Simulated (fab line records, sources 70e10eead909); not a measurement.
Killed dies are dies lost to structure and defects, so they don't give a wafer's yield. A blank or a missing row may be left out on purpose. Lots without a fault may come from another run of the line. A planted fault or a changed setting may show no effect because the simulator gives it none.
A struck lot beside a sound one | flow nand_harc | 25 steps out of a route of 1159
Sound: wafers L130.3, L130.5, L130.6. Struck: wafers L142.1, L142.2, L142.5. The cause comes at the end.
At each step with rows: each side's tool, then ch and its chambers, then its first start. Under that, the readings that differ: sound wafers | struck wafers | difference of the means | sigmas: that difference in standard deviations of wafers without a fault.
alike: readings whose means differ by less than 2 such deviations, and words and numbers that are the same on both sides. not compared: withheld readings, readings that some wafer has no value for, bounds like >300 that may hide the same value, and numbers for which the record gives no deviation and whose values overlap.
The two part at a step that has a row with sigmas, a row that says differs or no value, or rows on one side only. Numbers that don't overlap but have no deviation are shown without sigmas and don't part them. A reading that every wafer of one side lacks parts them only if that side has two wafers or more.

first, 1 step without rows for these wafers: NHARC_P_M1_SRD_25.
NHARC_P_M1_INSPECT_27:
  sound on defect_inspect-01, day 8 03:30; struck on defect_inspect-02, day 11 02:26
  alike: raw_defect_count
NHARC_P_M1_PRE_CLEAN_32: time 12 s.
  sound on pecvd-04 ch 0,2, day 8 03:36; struck on pecvd-02 ch 0,1,2, day 11 02:31
  alike: heater_power_w
NHARC_P_M1_DEP_33: deposits SiCN, target thk 30 nm.
  sound on pecvd-04 ch 0,2, day 8 03:49; struck on pecvd-02 ch 0,1,2, day 11 02:35
  alike: heater_power_w
then, 7 steps without rows for these wafers: NHARC_P_M2_DEP_00 (deposits SiOC, target thk 182.5 nm); NHARC_P_M2_DEHYDRATE_01 (time 120 s); NHARC_P_M2_HMDS_02 (time 30 s); NHARC_P_M2_COAT_34 (time 65 s); NHARC_P_M2_COAT_03 (resist thk 90 nm); NHARC_P_M2_SOFTBAKE_04 (time 55 s); NHARC_P_M2_EBR_05.
NHARC_P_M2_EXPOSE_06: exposes mask P M2, target cd 170 nm.
  sound on arfi_scanner-03 ch 0, day 8 05:02; struck on arfi_scanner-03 ch 0, day 11 03:41
  reading              | sound             | struck               | difference | sigmas
  exposure_dose_mJ_cm2 | 80.80 80.84 80.79 | 105.78 105.71 105.91 | +24.99     | +99 or more
  alike: mask
then, 2 steps without rows for these wafers: NHARC_P_M2_PEB_07 (peb time 65 s); NHARC_P_M2_DEVELOP_08 (develop time 35 s).
NHARC_P_M2_CD_MEAS_09: target cd 170 nm.
  sound on cd_sem-02 ch 0, day 8 05:10; struck on cd_sem-03 ch 0, day 11 03:50
  reading    | sound             | struck            | difference | sigmas
  cd_nm (nm) | 169.5 169.5 169.1 | 186.0 186.5 185.5 | +16.6      | +30
NHARC_P_M2_OVL_MEAS_10: pitch 340 nm.
  sound on overlay-01, day 8 05:15; struck on overlay-01, day 11 03:55
  alike: overlay_x_nm, overlay_y_nm
NHARC_P_M2_INSPECT_11:
  sound on defect_inspect-02, day 8 05:17; struck on defect_inspect-01, day 11 03:58
  alike: raw_defect_count
NHARC_P_M2_DESCUM_14: chemistry O2, time 3 s.
  sound on rie_diel-03 ch 0,3, day 8 05:21; struck on rie_diel-03 ch 0,1, day 11 04:02
  reading               | sound             | struck            | difference | sigmas
  model.P_M2.cd_nm (nm) | 169.8 170.1 168.4 | 185.4 186.6 184.7 | +16.1      |
  alike: drypump_motor_current_A, oes_product_au, rf_vpp_V, showerhead_plenum_p_Torr, throttle_valve_pct
  not compared: rf_hours_counter_h
NHARC_P_M2_ETCH_35: etches the open film in N2/H2, target depth 40 nm, overetch 12 nm, time 43.94 s.
  sound on rie_diel-03 ch 0,1, day 8 05:26; struck on rie_diel-03 ch 0,1,2, day 11 04:10
  alike: drypump_motor_current_A, oes_product_au, rf_vpp_V, showerhead_plenum_p_Torr, throttle_valve_pct
  not compared: rf_hours_counter_h
NHARC_P_M2_ETCH_15: etches the open film in C4F8/Ar, target depth 182.5 nm, time 91.2 s.
  sound on rie_diel-03 ch 1,2; struck on rie_diel-03 ch 0,1,3
  alike: oes_product_au, rf_vpp_V
  not compared: rf_hours_counter_h
NHARC_P_M2_CD_MEAS_16:
  sound on cd_sem-03, day 8 05:40; struck on cd_sem-03, day 11 04:23
  reading    | sound             | struck            | difference | sigmas
  cd_nm (nm) | 170.1 170.8 168.8 | 184.9 186.4 184.7 | +15.4      | +20
NHARC_P_M2_STRIP_18: strips in N2/H2.
  sound on rie_diel-06 ch 1,2, day 8 05:44; struck on rie_diel-03 ch 0,2,3, day 11 04:31
  alike: drypump_motor_current_A, oes_product_au, rf_vpp_V, showerhead_plenum_p_Torr, throttle_valve_pct
  not compared: rf_hours_counter_h
NHARC_P_M2_ETCH_28: etches the open film in CF4/N2, target depth 30 nm, time 72.99 s.
  sound on rie_diel-06 ch 0,3; struck on rie_diel-03 ch 0,2,3
  reading               | sound           | struck          | difference | sigmas
  model.P_M2.cd_nm (nm) | 170 170.2 169.2 | 184.9 186 184.4 | +15.3      |
  alike: drypump_motor_current_A, oes_product_au, rf_vpp_V, showerhead_plenum_p_Torr, throttle_valve_pct
  not compared: rf_hours_counter_h
then, 1 step without rows for these wafers: NHARC_P_M2_STRIP_19 (strips in post etch residue remover, time 600 s).
-- the record jumps here: 14 days lie between the struck wafers' starts before and after (it left off in module P_M2 and takes up again in module END, whose first step shown is number 1159 of the route) --
NHARC_END_SORT_01:
  sound on prober-02 ch 0, day 24 02:00; struck on prober-01 ch 0, day 25 07:23
  alike: defect_limited_yield, killed_at_array, killed_at_other, killed_at_periphery, killed_dies, killed_open, killed_short, sort_bin_2_pct, sort_bin_3_pct, sort_bin_4_pct, sort_n_pass, sort_rim_yield_pct, sort_yield_pct

WHERE THEY PART
First at NHARC_P_M2_EXPOSE_06; last, within this record, at NHARC_P_M2_CD_MEAS_16. Later steps at which nothing parts them and some readings are alike: NHARC_P_M2_STRIP_18, NHARC_P_M2_ETCH_28, NHARC_END_SORT_01.

WHY: what the simulator had put in
Process parameter drift: arfi_scanner-03, from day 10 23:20 on, at NHARC_P_M2_EXPOSE_06. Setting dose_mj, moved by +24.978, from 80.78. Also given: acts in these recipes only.
